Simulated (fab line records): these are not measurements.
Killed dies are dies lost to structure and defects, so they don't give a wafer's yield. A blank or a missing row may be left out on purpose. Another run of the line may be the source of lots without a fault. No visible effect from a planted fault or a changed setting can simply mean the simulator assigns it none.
Which tool is to blame? | flow nand-harc | 24 lots, 72 wafers sampled, at 1 step of a route of 1159

== WHAT THE GAUGES READ, wafer by wafer ==
NHARC_A_CONTACT_CD_MEAS_80.
lot  | measured     | on        | cd-nm (nm)
L078 | day 17 04:07 | cd-sem-03 | 188.7 189.6 189.6
L079 | day 17 09:16 | cd-sem-02 | 189.6 190.5 190.3
L076 | day 17 09:38 | cd-sem-03 | 189.4 190.0 189.8
L075 | day 17 11:26 | cd-sem-03 | 188.4 188.8 188.9
L074 | day 17 15:15 | cd-sem-03 | 189.4 188.6 190.3
L077 | day 17 15:31 | cd-sem-01 | 189.0 189.4 189.0
L080 | day 18 03:38 | cd-sem-02 | 189.1 190.4 189.5
L083 | day 18 15:56 | cd-sem-01 | 188.1 188.8 188.7
L082 | day 18 21:37 | cd-sem-03 | 190.6 190.5 190.9
L084 | day 19 02:40 | cd-sem-03 | 189.1 188.8 189.4
L081 | day 19 04:02 | cd-sem-01 | 191.0 190.7 190.7
L085 | day 19 13:00 | cd-sem-02 | 188.6 188.6 189.0
L089 | day 19 14:02 | cd-sem-01 | 188.6 188.6 188.8
L087 | day 20 05:45 | cd-sem-02 | 189.7 190.3 189.9
L086 | day 20 07:46 | cd-sem-02 | 190.2 189.9 189.8
L088 | day 20 17:40 | cd-sem-02 | 188.6 188.8 189.1
L090 | day 20 18:38 | cd-sem-02 | 189.4 189.7 190.0
L091 | day 20 23:16 | cd-sem-02 | 189.4 189.5 189.5
L092 | day 20 23:49 | cd-sem-01 | 190.3 190.0 190.9
L094 | day 21 14:32 | cd-sem-03 | 188.3 188.9 188.6
L093 | day 21 14:49 | cd-sem-02 | 189.6 189.8 189.5
L097 | day 22 04:04 | cd-sem-01 | 189.7 189.1 189.6
L095 | day 22 04:58 | cd-sem-03 | 189.7 189.6 189.6
L096 | day 22 09:19 | cd-sem-01 | 188.5 189.3 188.5

== WHICH TOOL RAN EACH LOT (tool, then ch and the chambers of the sampled wafers, then the start) ==
Before these readings, the record contains no process step.

== WHAT THE TOOLS THEMSELVES READ (means of the sampled wafers that have a number; where no wafer has one, the mark that the record gives instead) ==
The record holds no such reading with a usual standard deviation.

== THE ANSWER, worked out from the rows above alone ==
Rule: usual is defined by the lots themselves. The widest of any qualifying gaps counts: lots, ordered by their means at a reading, are off when they make up no more than a third of the lots, leave a main group of 4 or more, and stand apart from it by 3 or more times the standard deviation of that group's means. A main group whose means are all the same, to the digits that the tables above print for the reading, isn't used. A lot without any number at a reading at which 4 lots or more have one is off too. The other lots that the step has rows for count as sound. Order of review: gauges by route order, followed by the tools' own readings, for which a lot's mean as printed above is used. At the first step where some lot is off, the reading lying furthest off is the one used; lots without a number count as furthest.
Nothing can be told from this: no lot is off at any reading shown.

== WHAT WAS PUT IN BY THE SIMULATOR ==
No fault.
